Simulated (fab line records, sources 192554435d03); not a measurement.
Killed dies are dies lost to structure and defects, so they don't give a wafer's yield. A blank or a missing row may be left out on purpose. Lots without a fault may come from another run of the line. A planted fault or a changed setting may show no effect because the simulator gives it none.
fab line records | flow n5_finfet
record lots=24 wafers=72 last_day=18
route steps=1938 shown BEOL_M8@1379 BEOL_M9@1457 BEOL_M10@1493
lots that met no fault: from a run of the same line without faults
start_h: hours from the record's first day to the start of the lot's first wafer shown | wait_h: hours since the lot's step before | " the same as in the row above | L1.1+2: a row that stands for several wafers | - no value, or no start given | * or withheld: withheld | < > ~ a bound
route shown NAME@n: a module of which the file shows steps, and the number in the route of the first | usual: mean/standard deviation of fault-free wafers | same: alike in all rows | chamber/n: place in a boat | sites: the reading at each site | _std_site: their standard deviation | _edge_site: outer sites' mean less inner sites' | radius_mm: how far each site lies from the wafer's centre | mask NAME#n: copy n | behind: the tool/chamber that last shaped the wafer | hold: why the lot was held/for how many hours/how that ended | device: the transistor (n, p or np) that didn't switch | end of line: the same wafers' tests at the end of the route | a step without rows: its recipe alone | killed: dies lost to structure and defects at the first sort, not the wafer's yield | map: a wafer's dies, x killed, . not, _ none there
set.NAME: the setting as run; set.NAME@STEP: as run at that earlier step | model.NAME: the simulator's own value behind a step, which no gauge read
steps of the route over a sample of lots; a table a step, a row a wafer
services: from which hour (start_h, from the record's first day; less than 0 if before it) a tool's chamber was out of use, for how many hours, and why
## steps
# step N5_BEOL_M8_STRIP_80
# recipe chemistry=N2/H2 time_s=10 power_w=450 temp_c=40 pressure_mtorr=20 rf_frequency_hz=6e+07 bias_power_w=7 n2_flow_sccm=200 h2_flow_sccm=200
# usual drypump_motor_current_A=5.7/0.41 oes_product_au=0.82/0.081 rf_vpp_V=59.1/0.84 showerhead_plenum_p_Torr=2.51/0.085 throttle_valve_pct=23.6/0.33
# columns lot.wafer tool chamber start_h wait_h drypump_motor_current_A oes_product_au rf_hours_counter_h rf_vpp_V showerhead_plenum_p_Torr throttle_valve_pct
L074.3 rie_diel-01 2 - - 5.8 0.87 48 59.3 2.46 23.6
L074.4 " 1 " " 6.3 0.91 - 61.0 2.46 23.2
L074.5 " 2 " " 5.8 0.87 - 60.0 2.46 23.6
L076.1 rie_diel-06 2 - - 4.9 0.88 60 60.8 2.58 24.0
L076.2 " 0 " " 5.8 0.77 136 59.9 2.43 23.2
L076.5 " 2 " " 4.9 0.88 - 58.4 2.58 24.0
L075.3 rie_diel-06 0 - - 5.7 0.77 138 59.5 2.43 23.2
L075.4 " 2 " " 4.9 0.88 - 60.3 2.58 24.0
L075.6 " 1 " " 5.8 0.68 - 58.7 2.48 23.7
L079.1 rie_diel-06 1 - - 5.8 0.69 236 58.3 2.48 23.7
L079.3 " 2 " " 4.9 0.88 63 60.1 2.58 24.0
L079.5 " 1 " " 5.8 0.68 - 60.4 2.48 23.7
L081.1 rie_diel-03 0 - - 5.2 0.69 211 58.0 2.43 23.9
L081.3 " 1 " " 5.9 0.88 39 60.4 2.58 23.0
L081.6 " 2 " " 5.8 0.96 - 60.1 2.71 23.7
L082.1 rie_diel-01 1 - - 6.3 0.90 24 59.7 2.46 23.2
L082.4 " 1 " " 6.3 0.89 - 59.6 2.46 23.2
L082.5 " 2 " " 5.8 0.86 - 59.9 2.46 23.6
L077.1 rie_diel-03 1 - - 5.9 0.88 40 59.1 2.58 23.0
L077.3 " 3 " " 5.8 0.77 121 60.2 2.56 23.9
L077.6 " 0 " " 5.2 0.70 - 58.6 2.43 23.9
L080.1 rie_diel-06 0 - - 5.7 0.76 145 58.4 2.42 23.2
L080.4 " 0 " " 5.8 0.76 - 59.9 2.42 23.2
L080.5 " 2 " " 4.9 0.87 - 58.6 2.57 24.0
L078.1 rie_diel-06 1 - - 5.7 0.67 250 59.1 2.48 23.7
L078.4 " 0 " " 5.7 0.76 153 58.1 2.42 23.2
L078.5 " 0 " " 5.7 0.77 - 58.8 2.42 23.2
L083.3 rie_diel-06 3 - - 6.0 0.94 8 59.6 2.49 23.6
L083.5 " 3 " " 6.0 0.95 - 59.2 2.49 23.6
L083.6 " 0 " " 5.8 0.75 - 58.6 2.42 23.2
L084.2 rie_diel-03 1 - - 5.9 0.86 52 60.0 2.58 23.0
L084.5 " 1 " " 5.9 0.86 - 59.5 2.58 23.0
L084.6 " 2 " " 5.9 0.92 - 58.3 2.71 23.7
L085.2 rie_diel-06 2 - - 4.9 0.85 81 59.6 2.57 24.0
L085.3 " 3 " " 6.0 0.94 11 58.8 2.49 23.6
L085.5 " 0 " " 5.7 0.75 - 57.1 2.42 23.2
L086.2 rie_diel-01 2 - - 5.8 0.84 69 58.6 2.45 23.6
L086.3 " 3 " " 6.1 0.80 115 58.6 2.45 23.3
L086.6 " 2 " " 5.8 0.84 - 59.3 2.45 23.6
L089.1 rie_diel-03 2 - - 5.8 0.90 28 59.2 2.70 23.7
L089.3 " 3 " " 5.8 0.76 142 59.4 2.55 24.0
L089.5 " 0 " " 5.2 0.68 - 59.0 2.42 24.0
L088.1 rie_diel-01 0 - - 4.9 0.89 19 59.0 2.49 23.8
L088.2 " 2 " " 5.8 0.83 76 59.0 2.45 23.6
L088.3 " 1 " " 6.3 0.85 47 58.7 2.45 23.3
L087.3 rie_diel-03 3 - - 5.8 0.76 142 59.9 2.55 23.9
L087.4 " 2 " " 5.8 0.90 28 59.3 2.70 23.7
L087.5 " 2 " " 5.8 0.89 - 59.9 2.70 23.7
L090.1 rie_diel-03 2 - - 5.8 0.90 29 59.0 2.70 23.7
L090.2 " 3 " " 5.8 0.75 144 60.2 2.55 24.0
L090.6 " 0 " " 5.2 0.68 - 59.3 2.42 24.0
L091.1 rie_diel-06 2 - - 4.9 0.84 99 58.5 2.56 24.0
L091.4 " 0 " " 5.8 0.73 173 58.3 2.41 23.2
L091.5 " 1 " " 5.7 0.91 - 58.5 2.47 23.5
L092.2 rie_diel-01 0 - - 4.9 0.88 26 59.7 2.48 23.8
L092.4 " 2 " " 5.8 0.82 83 58.1 2.44 23.6
L092.6 " 2 " " 5.8 0.82 - 57.8 2.44 23.6
L093.2 rie_diel-03 2 - - 5.8 0.89 36 60.3 2.70 23.7
L093.3 " 3 " " 5.8 0.74 151 59.3 2.55 24.0
L093.6 " 2 " " 5.8 0.88 - 59.8 2.70 23.7
L094.1 rie_diel-06 2 - - 4.9 0.83 103 59.5 2.56 24.0
L094.2 " 3 " " 6.0 0.90 33 57.7 2.48 23.6
L094.4 " 1 " " 5.7 0.90 18 58.4 2.47 23.5
L095.4 rie_diel-03 0 - - 5.2 0.66 246 60.9 2.41 24.0
L095.5 " 3 " " 5.8 0.74 - 58.7 2.55 24.0
L095.6 " 2 " " 5.9 0.89 - 59.6 2.70 23.7
L096.1 rie_diel-03 3 - - 5.8 0.75 161 58.6 2.54 24.0
L096.3 " 1 " " 5.9 0.82 80 59.1 2.57 23.1
L096.5 " 2 " " 5.9 0.87 - 58.5 2.69 23.7
L097.2 rie_diel-01 2 - - 5.8 0.79 94 61.2 2.44 23.6
L097.3 " 1 " " 6.3 0.83 64 60.4 2.44 23.3
L097.6 " 1 " " 6.3 0.82 - 60.1 2.44 23.3
# step N5_BEOL_M9_PRE_CLEAN_45
# recipe gas=H2/He time_s=30 temp_c=250
# usual heater_power_w=338/30
# columns lot.wafer tool chamber start_h wait_h heater_power_w
L074.3 pvd_sputter-03 - 248.30 0.0 388
L074.4 " - " " 370
L074.5 " - " " 334
L076.1 pvd_sputter-03 - 253.00 0.0 367
L076.2 " - " " 318
L076.5 " - " " 320
L075.3 pvd_sputter-03 - 253.46 0.0 369
L075.4 " - " " 336
L075.6 " - " " 344
L079.1 pvd_sputter-03 - 257.53 0.0 320
L079.3 " - " " 368
L079.5 " - " " 395
L081.1 pvd_sputter-02 - 261.25 0.0 323
L081.3 " - " " 337
L081.6 " - " " 331
L082.1 pvd_sputter-02 - 261.79 0.0 339
L082.4 " - " " 323
L082.5 " - " " 309
L077.1 pvd_sputter-03 - 264.77 0.0 369
L077.3 " - " " 322
L077.6 " - " " 379
L080.1 pvd_sputter-01 - 268.02 0.0 307
L080.4 " - " " 274
L080.5 " - " " 312
L078.1 pvd_sputter-02 - 292.69 0.0 320
L078.4 " - " " 328
L078.5 " - " " 307
L083.3 pvd_sputter-03 - 299.69 0.0 337
L083.5 " - " " 319
L083.6 " - " " 391
L084.2 pvd_sputter-03 - 299.77 0.0 390
L084.5 " - " " 389
L084.6 " - " " 322
L085.2 pvd_sputter-03 - 300.57 0.0 386
L085.3 " - " " 323
L085.5 " - " " 334
L086.2 pvd_sputter-02 - 300.71 0.0 341
L086.3 " - " " 314
L086.6 " - " " 330
L089.1 pvd_sputter-02 - 323.29 0.0 326
L089.3 " - " " 308
L089.5 " - " " 328
L088.1 pvd_sputter-03 - 325.58 0.0 335
L088.2 " - " " 386
L088.3 " - " " 317
L087.3 pvd_sputter-01 - 326.65 0.0 265
L087.4 " - " " 316
L087.5 " - " " 381
L090.1 pvd_sputter-02 - 327.11 0.0 336
L090.2 " - " " 331
L090.6 " - " " 336
L091.1 pvd_sputter-03 - 339.78 0.0 335
L091.4 " - " " 316
L091.5 " - " " 342
L092.2 pvd_sputter-02 - 343.53 0.0 310
L092.4 " - " " 323
L092.6 " - " " 313
L093.2 pvd_sputter-03 - 348.20 0.0 367
L093.3 " - " " 323
L093.6 " - " " 394
L094.1 pvd_sputter-02 - 350.44 0.0 308
L094.2 " - " " 325
L094.4 " - " " 326
L095.4 pvd_sputter-02 - 359.80 0.0 311
L095.5 " - " " 337
L095.6 " - " " 309
L097.2 pvd_sputter-02 - 373.46 0.0 346
L097.3 " - " " 331
L097.6 " - " " 328
L096.1 pvd_sputter-01 - 373.63 0.0 257
L096.3 " - " " 381
L096.5 " - " " 263
# step N5_BEOL_M9_INSPECT_58
# recipe inspect_instrument=darkfield mode=post_dep
# usual raw_defect_count=78/28
# columns lot.wafer tool chamber start_h wait_h raw_defect_count
L074.3 defect_inspect-01 - 252.55 0.0 54
L074.4 " - " " 91
L074.5 " - " " 40
L076.1 defect_inspect-02 - 256.33 0.0 38
L076.2 " - " " 87
L076.5 " - " " 77
L075.3 defect_inspect-01 - 256.72 0.0 119
L075.4 " - " " 91
L075.6 " - " " 62
L079.1 defect_inspect-02 - 259.24 0.0 99
L079.3 " - " " 90
L079.5 " - " " 61
L081.1 defect_inspect-02 - 264.33 0.0 64
L081.3 " - " " 51
L081.6 " - " " 61
L082.1 defect_inspect-02 - 265.96 0.0 53
L082.4 " - " " 47
L082.5 " - " " 62
L077.1 defect_inspect-02 - 267.04 0.0 50
L077.3 " - " " 54
L077.6 " - " " 74
L080.1 defect_inspect-02 - 269.63 0.0 95
L080.4 " - " " 42
L080.5 " - " " 61
L078.1 defect_inspect-02 - 294.36 0.0 64
L078.4 " - " " 121
L078.5 " - " " 57
L083.3 defect_inspect-02 - 301.34 0.0 64
L083.5 " - " " 54
L083.6 " - " " 88
L084.2 defect_inspect-02 - 301.61 0.0 65
L084.5 " - " " 48
L084.6 " - " " 47
L085.2 defect_inspect-01 - 302.92 0.0 107
L085.3 " - " " 101
L085.5 " - " " 122
L086.2 defect_inspect-01 - 303.06 0.0 67
L086.3 " - " " 80
L086.6 " - " " 108
L089.1 defect_inspect-01 - 326.36 0.0 75
L089.3 " - " " 115
L089.5 " - " " 128
L088.1 defect_inspect-01 - 327.16 0.0 145
L088.2 " - " " 75
L088.3 " - " " 127
L087.3 defect_inspect-02 - 328.27 0.0 72
L087.4 " - " " 131
L087.5 " - " " 52
L090.1 defect_inspect-02 - 329.04 0.0 61
L090.2 " - " " 41
L090.6 " - " " 58
L091.1 defect_inspect-02 - 342.21 0.0 58
L091.4 " - " " 62
L091.5 " - " " 73
L092.2 defect_inspect-02 - 345.28 0.0 107
L092.4 " - " " 63
L092.6 " - " " 75
L093.2 defect_inspect-02 - 350.38 0.0 102
L093.3 " - " " 74
L093.6 " - " " 82
L094.1 defect_inspect-02 - 352.03 0.0 118
L094.2 " - " " 72
L094.4 " - " " 110
L095.4 defect_inspect-01 - 361.33 0.0 84
L095.5 " - " " 73
L095.6 " - " " 124
L097.2 defect_inspect-02 - 375.04 0.0 102
L097.3 " - " " 96
L097.6 " - " " 106
L096.1 defect_inspect-02 - 375.34 0.0 54
L096.3 " - " " 52
L096.5 " - " " 49
# step N5_BEOL_M10_CD_MEAS_18
# recipe pitch_nm=140 target_cd_nm=70
# usual cd_nm=69.8/0.67
# columns lot.wafer tool chamber start_h wait_h cd_nm
L074.3 cd_sem-03 - 254.58 0.1 70.3
L074.4 " - " " 69.5
L074.5 " - " " 70.6
L076.1 cd_sem-02 - 259.71 0.0 68.5
L076.2 " - " " 69.1
L076.5 " - " " 70.3
L075.3 cd_sem-03 - 259.85 0.1 69.8
L075.4 " - " " 68.6
L075.6 " - " " 69.3
L079.1 cd_sem-03 - 261.90 0.0 70.9
L079.3 " - " " 69.5
L079.5 " - " " 69.9
L081.1 cd_sem-02 - 268.81 0.1 69.7
L081.3 " - " " 70.1
L081.6 " - " " 70.4
L082.1 cd_sem-03 - 268.98 0.0 70.5
L082.4 " - " " 70.1
L082.5 " - " " 71.1
L077.1 cd_sem-02 - 269.01 0.0 70.7
L077.3 " - " " 70.3
L077.6 " - " " 69.3
L080.1 cd_sem-01 - 272.17 0.0 70.1
L080.4 " - " " 69.1
L080.5 " - " " 69.5
L078.1 cd_sem-03 - 296.82 0.0 69.1
L078.4 " - " " 69.6
L078.5 " - " " 69.3
L083.3 cd_sem-03 - 305.24 0.1 70.5
L083.5 " - " " 70.4
L083.6 " - " " 70.0
L084.2 cd_sem-01 - 305.52 0.1 68.8
L084.5 " - " " 70.0
L084.6 " - " " 69.8
L085.2 cd_sem-03 - 305.52 0.1 69.4
L085.3 " - " " 70.3
L085.5 " - " " 69.5
L086.2 cd_sem-03 - 305.67 0.1 68.9
L086.3 " - " " 69.1
L086.6 " - " " 70.8
L089.1 cd_sem-02 - 329.16 0.0 70.9
L089.3 " - " " 70.4
L089.5 " - " " 69.6
L088.1 cd_sem-03 - 329.79 0.0 68.6
L088.2 " - " " 69.7
L088.3 " - " " 69.2
L087.3 cd_sem-01 - 331.77 0.1 70.6
L087.4 " - " " 70.1
L087.5 " - " " 70.1
L090.1 cd_sem-01 - 332.64 0.0 69.7
L090.2 " - " " 68.9
L090.6 " - " " 70.1
L091.1 cd_sem-03 - 344.96 0.0 69.8
L091.4 " - " " 69.4
L091.5 " - " " 69.5
L092.2 cd_sem-02 - 348.60 0.1 70.1
L092.4 " - " " 68.9
L092.6 " - " " 69.0
L093.2 cd_sem-03 - 352.23 0.1 70.2
L093.3 " - " " 69.4
L093.6 " - " " 70.0
L094.1 cd_sem-03 - 356.69 0.1 69.6
L094.2 " - " " 70.1
L094.4 " - " " 69.2
L095.4 cd_sem-03 - 364.34 0.1 71.5
L095.5 " - " " 69.7
L095.6 " - " " 69.5
L097.2 cd_sem-03 - 379.60 0.1 70.2
L097.3 " - " " 69.2
L097.6 " - " " 70.0
L096.1 cd_sem-02 - 379.63 0.0 71.4
L096.3 " - " " 70.1
L096.5 " - " " 69.9
# step N5_BEOL_M10_INSPECT_30
# recipe mode=adi inspect_instrument=brightfield
# usual raw_defect_count=439/99
# columns lot.wafer tool chamber start_h wait_h raw_defect_count
L074.3 defect_inspect-01 - 257.91 0.0 430
L074.4 " - " " 487
L074.5 " - " " 305
L076.1 defect_inspect-02 - 260.19 0.0 337
L076.2 " - " " 426
L076.5 " - " " 436
L075.3 defect_inspect-01 - 260.36 0.0 492
L075.4 " - " " 463
L075.6 " - " " 441
L079.1 defect_inspect-01 - 263.35 0.0 462
L079.3 " - " " 447
L079.5 " - " " 492
L082.1 defect_inspect-02 - 270.16 0.0 371
L082.4 " - " " 392
L082.5 " - " " 265
L077.1 defect_inspect-01 - 270.33 0.0 333
L077.3 " - " " 389
L077.6 " - " " 401
L081.1 defect_inspect-01 - 270.50 0.0 491
L081.3 " - " " 328
L081.6 " - " " 553
L080.1 defect_inspect-01 - 274.07 0.0 521
L080.4 " - " " 372
L080.5 " - " " 312
L078.1 defect_inspect-02 - 298.77 0.0 406
L078.4 " - " " 575
L078.5 " - " " 430
L084.2 defect_inspect-01 - 308.02 0.0 343
L084.5 " - " " 352
L084.6 " - " " 321
L086.2 defect_inspect-01 - 309.29 0.0 453
L086.3 " - " " 512
L086.6 " - " " 460
L083.3 defect_inspect-02 - 309.46 0.0 421
L083.5 " - " " 437
L083.6 " - " " 318
L085.2 defect_inspect-02 - 309.63 0.0 398
L085.3 " - " " 466
L085.5 " - " " 411
L089.1 defect_inspect-02 - 330.63 0.0 470
L089.3 " - " " 566
L089.5 " - " " 446
L088.1 defect_inspect-02 - 330.79 0.0 717
L088.2 " - " " 439
L088.3 " - " " 446
L087.3 defect_inspect-02 - 332.37 0.0 396
L087.4 " - " " 420
L087.5 " - " " 475
L090.1 defect_inspect-02 - 335.31 0.0 267
L090.2 " - " " 272
L090.6 " - " " 272
L091.1 defect_inspect-02 - 346.95 0.0 387
L091.4 " - " " 385
L091.5 " - " " 412
L092.2 defect_inspect-01 - 349.66 0.0 514
L092.4 " - " " 474
L092.6 " - " " 486
L093.2 defect_inspect-01 - 355.36 0.0 523
L093.3 " - " " 449
L093.6 " - " " 502
L094.1 defect_inspect-02 - 358.69 0.0 690
L094.2 " - " " 443
L094.4 " - " " 627
L095.4 defect_inspect-02 - 365.12 0.0 323
L095.5 " - " " 387
L095.6 " - " " 457
L096.1 defect_inspect-02 - 381.48 0.0 505
L096.3 " - " " 575
L096.5 " - " " 492
L097.2 defect_inspect-02 - 381.64 0.0 450
L097.3 " - " " 412
L097.6 " - " " 488
# step N5_BEOL_M10_ALD_74
# recipe material=TaN target_thk_a=20 temp_c=275 ald_precursor_family=PDMAT ald_co_reactant=NH3 pressure_torr=3 carrier_flow_sccm=1500 pulse_time_s=2 purge_time_s=3 co_reactant_purge_time_s=2 co_reactant_pulse_time_s=3 ald_cycles=40 precursor_vessel_temp_c=75 precursor_vessel_pressure_torr=26.25 precursor_vessel_carrier_sccm=1000
# usual heater_power_w=425/47 precursor_vessel_temp_c=74.99/0.12
# same purge_time_s=3
# columns lot.wafer tool chamber start_h wait_h heater_power_w precursor_vessel_temp_c
L074.3 ald_metal-04 1 259.57 0.0 451 74.99
L074.4 " 2 " " 474 74.99
L074.5 " 3 " " 447 75.07
L076.1 ald_metal-03 3 261.55 0.0 327 74.93
L076.2 " 1 " " 486 75.07
L076.5 " 2 " " 490 74.85
L075.3 ald_metal-03 0 261.82 0.2 411 74.82
L075.4 " 2 " " 485 75.10
L075.6 " 2 " " 485 75.05
L079.1 ald_metal-03 2 264.81 0.1 471 74.78
L079.3 " 1 " " 477 74.87
L079.5 " 1 " " 489 74.98
L082.1 ald_metal-01 0 271.45 0.0 395 74.82
L082.4 " 3 " " 438 75.12
L082.5 " 1 " " 440 74.96
L077.1 ald_metal-01 1 272.47 0.3 427 75.05
L077.3 " 2 " " 361 75.06
L077.6 " 3 " " 435 75.08
L081.1 ald_metal-03 1 274.17 0.0 492 75.00
L081.3 " 2 " " 485 75.20
L081.6 " 1 " " 492 75.18
L080.1 ald_metal-03 0 275.50 0.0 420 74.93
L080.4 " 3 " " 331 74.87
L080.5 " 1 " " 479 75.12
L078.1 ald_metal-01 0 300.07 0.0 387 74.91
L078.4 " 1 " " 436 75.09
L078.5 " 0 " " 394 74.96
L084.2 ald_metal-01 3 309.78 0.1 434 75.08
L084.5 " 1 " " 434 74.89
L084.6 " 0 " " 401 74.79
L086.2 ald_metal-03 2 310.66 0.0 478 75.03
L086.3 " 0 " " 407 74.97
L086.6 " 1 " " 475 75.13
L083.3 ald_metal-01 0 310.83 0.2 409 74.95
L083.5 " 3 " " 429 74.99
L083.6 " 0 " " 395 74.91
L085.2 ald_metal-03 0 311.55 0.1 420 74.78
L085.3 " 1 " " 477 74.87
L085.5 " 1 " " 492 74.86
L089.1 ald_metal-03 0 332.35 0.1 415 75.04
L089.3 " 1 " " 494 74.98
L089.5 " 2 " " 470 74.84
L088.1 ald_metal-04 3 332.43 0.1 441 75.08
L088.2 " 1 " " 453 74.89
L088.3 " 0 " " 400 74.93
L087.3 ald_metal-03 2 334.22 0.3 471 74.97
L087.4 " 1 " " 478 74.83
L087.5 " 2 " " 460 75.08
L090.1 ald_metal-04 2 336.96 0.1 465 75.16
L090.2 " 1 " " 453 74.92
L090.6 " 0 " " 408 74.92
L091.1 ald_metal-01 1 349.62 0.0 435 75.20
L091.4 " 2 " " 362 75.01
L091.5 " 2 " " 354 74.95
L092.2 ald_metal-01 2 350.89 0.1 363 75.16
L092.4 " 3 " " 427 74.95
L092.6 " 0 " " 390 74.95
L093.2 ald_metal-04 1 356.74 0.1 455 75.00
L093.3 " 0 " " 399 75.01
L093.6 " 2 " " 475 74.97
L094.1 ald_metal-01 0 359.94 0.0 394 74.89
L094.2 " 2 " " 357 75.11
L094.4 " 3 " " 421 75.04
L095.4 ald_metal-01 0 366.92 0.1 405 75.16
L095.5 " 0 " " 396 75.19
L095.6 " 1 " " 436 75.10
L096.1 ald_metal-03 2 383.15 0.1 475 74.82
L096.3 " 0 " " 418 74.83
L096.5 " 3 " " 329 74.86
L097.2 ald_metal-01 3 383.23 0.1 439 75.11
L097.3 " 1 " " 439 75.01
L097.6 " 2 " " 352 74.90
## services
# columns tool chamber start_h hours kind
ald_metal-04 2 218.00 7.0 repair
rie_diel-03 - 219.88 28.1 pm
rie_diel-01 0 238.87 - clean
pvd_sputter-03 - 239.40 1.2 repair
rie_diel-06 3 242.28 - clean
rie_diel-06 3 242.28 - consumable_replace:focus_ring
rie_diel-06 3 242.28 19.6 scheduled_down
rie_diel-06 3 242.28 19.6 vent_cycle
rie_diel-06 1 282.21 - clean
rie_diel-06 1 282.21 - consumable_replace:focus_ring
rie_diel-06 1 282.21 13.8 scheduled_down
rie_diel-06 1 282.21 13.8 vent_cycle
ald_metal-04 - 284.19 6.0 pm
rie_diel-01 2 306.55 1.8 repair
ald_metal-04 - 307.40 8.7 pm
rie_diel-01 - 317.64 2.8 pm
ald_metal-04 - 318.94 2.8 pm
pvd_sputter-01 - 352.83 2.6 repair
ald_metal-04 0 358.43 3.5 repair
rie_diel-03 0 361.23 - clean
rie_diel-03 0 361.23 - consumable_replace:focus_ring
rie_diel-03 0 361.23 - consumable_replace:showerhead
rie_diel-03 0 361.23 14.1 scheduled_down
rie_diel-03 0 361.23 14.1 vent_cycle
## key
fault none
